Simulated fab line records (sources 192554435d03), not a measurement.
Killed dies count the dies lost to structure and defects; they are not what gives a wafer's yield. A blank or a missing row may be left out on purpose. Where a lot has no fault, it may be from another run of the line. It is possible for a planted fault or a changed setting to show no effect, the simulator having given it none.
Which tool is to blame? -- flow n5-finfet -- 8 lots with 24 wafers sampled at 3 steps, on a route of 1938 steps

## WHAT THE GAUGES SHOWED, per wafer
N5_PMOS_HMC_CHANNEL_EPI_INSPECT_30: inspects for defects (darkfield).
lot,measured,on,raw-defect-count
L931,day 2 20:25,defect-inspect-02,25 19 15
L932,day 3 02:27,defect-inspect-02,20 16 26
L933,day 3 10:47,defect-inspect-02,18 20 19
L940,day 5 04:45,defect-inspect-02,823 756 858
L941,day 5 10:35,defect-inspect-01,706 804 794
L943,day 5 22:37,defect-inspect-02,17 16 12
L945,day 6 09:00,defect-inspect-01,28 23 26
L949,day 7 09:38,defect-inspect-02,12 32 27

## WHICH TOOL RAN EACH LOT (tool, then ch and the chambers of the sampled wafers, then the start)
lot,N5_PMOS_HMC_CHANNEL_EPI_ETCH_38,N5_PMOS_HMC_CHANNEL_EPI_EPI_26
L931,"rie-si-05 ch 0,1,3, day 2 18:01","epi-rpcvd-01 ch 0, day 2 20:09"
L932,"rie-si-03 ch 0,3, day 3 00:04","epi-rpcvd-02 ch 0, day 3 01:59"
L933,"rie-si-02 ch 0,2,3, day 3 08:05","epi-rpcvd-02 ch 0, day 3 10:25"
L940,"rie-si-02 ch 2,3, day 5 02:26","epi-rpcvd-02 ch 0, day 5 04:31"
L941,"rie-si-05 ch 1,3, day 5 08:09","epi-rpcvd-02 ch 0, day 5 10:06"
L943,"rie-si-03 ch 0,2,3, day 5 19:51","epi-rpcvd-01 ch 0, day 5 22:18"
L945,"rie-si-05 ch 0,2,3, day 6 06:42","epi-rpcvd-01 ch 0, day 6 08:38"
L949,"rie-si-03 ch 1,2,3, day 7 06:46","epi-rpcvd-01 ch 0, day 7 09:16"
- N5_PMOS_HMC_CHANNEL_EPI_ETCH_38: etches SiO2 in CF4, target depth 1.5 nm.
- N5_PMOS_HMC_CHANNEL_EPI_EPI_26: deposits Si from SiH4/H2, target thk 3.8 nm, time 22.7 s.

## THE ANSWER, worked out from the rows above alone
Rule: usual is defined by the lots themselves. The widest of any qualifying gaps counts: lots, ordered by their means at a reading, are off when they make up no more than a third of the lots, leave a main group of 4 or more, and stand apart from it by 3 or more times the standard deviation of that group's means. A main group whose means are all the same, to the digits that the tables above print for the reading, isn't used. Also off: a lot with no number at a reading for which 4 or more lots have one. Any other lot the step has rows for is counted as sound.
Off: L940, L941, at N5_PMOS_HMC_CHANNEL_EPI_INSPECT_30 (raw-defect-count). For the main group the mean is 21 and the standard deviation 3.4.
If a tool, at a process step before that reading, ran all the lots that are off and no sound lot after the first of them, it fits. The gauges at N5_PMOS_HMC_CHANNEL_EPI_INSPECT_30 are tried like those tools. One candidate fits, namely epi-rpcvd-02 at N5_PMOS_HMC_CHANNEL_EPI_EPI_26. Its last sound lot is L933 (day 3 10:25), its first lot that is off L940 (day 5 04:31): a fault that began between those two fits.

## WHAT WAS PUT IN BY THE SIMULATOR
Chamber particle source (epi-rpcvd-02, N5_PMOS_HMC_CHANNEL_EPI_EPI_26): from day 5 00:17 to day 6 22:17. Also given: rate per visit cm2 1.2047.
Shown lots that were struck: L940, L941. Same finding as the rule above.
